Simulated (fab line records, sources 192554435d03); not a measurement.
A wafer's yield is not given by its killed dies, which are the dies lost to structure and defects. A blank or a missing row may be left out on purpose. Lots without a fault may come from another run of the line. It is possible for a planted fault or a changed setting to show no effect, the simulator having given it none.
Chamber matching :: flow n5 finfet :: N5_BEOL_M3_STRIP_19 on rie diel-04 has 4 sister chambers
The step strips in O2. 4 wafers are shown with their chamber, then 10 later ones without.

== WAFERS, EACH WITH ITS CHAMBER ==
wafer: L090.1
chamber: 3
showerhead plenum p Torr (Torr): 1.99

wafer: L090.4
chamber: 2
showerhead plenum p Torr (Torr): 2.21

wafer: L091.1
chamber: 0
showerhead plenum p Torr (Torr): 2.06

wafer: L091.2
chamber: 1
showerhead plenum p Torr (Torr): 2.13

== WAFERS WITH NO CHAMBER GIVEN ==
wafer: L091.6
showerhead plenum p Torr (Torr): 2.13

wafer: L092.1
showerhead plenum p Torr (Torr): 2.21

wafer: L092.2
showerhead plenum p Torr (Torr): 1.99

wafer: L092.4
showerhead plenum p Torr (Torr): 2.13

wafer: L094.3
showerhead plenum p Torr (Torr): 2.21

wafer: L094.4
showerhead plenum p Torr (Torr): 2.12

wafer: L094.5
showerhead plenum p Torr (Torr): 1.99

wafer: L096.1
showerhead plenum p Torr (Torr): 2.21

wafer: L096.2
showerhead plenum p Torr (Torr): 2.05

wafer: L096.5
showerhead plenum p Torr (Torr): 1.99

== EACH ONE'S CHAMBER ==
wafer: L091.6
from the rows above: 1
in truth: 1

wafer: L092.1
from the rows above: 2
in truth: 2

wafer: L092.2
from the rows above: 3
in truth: 3

wafer: L092.4
from the rows above: 1
in truth: 1

wafer: L094.3
from the rows above: 2
in truth: 2

wafer: L094.4
from the rows above: 1
in truth: 1

wafer: L094.5
from the rows above: 3
in truth: 3

wafer: L096.1
from the rows above: 2
in truth: 2

wafer: L096.2
from the rows above: 0
in truth: 0

wafer: L096.5
from the rows above: 3
in truth: 3
Correct placement for 10 of the 10. Not placeable from these rows: 0. Wrongly placed: 0.
How it was worked out, from the rows above alone: a wafer's distance from a chamber is the root of the sum, over the readings, of the square of ((its reading less the chamber's mean) divided by the reading's scatter). If the next closest chamber is less than 2 further off than the closest, the wafer can't be placed; otherwise it belongs to the closest. Each chamber's mean is taken over the wafers shown for it. The scatter: root of mean squared gap, hidden wafer to nearest shown wafer, with one shown wafer a chamber.
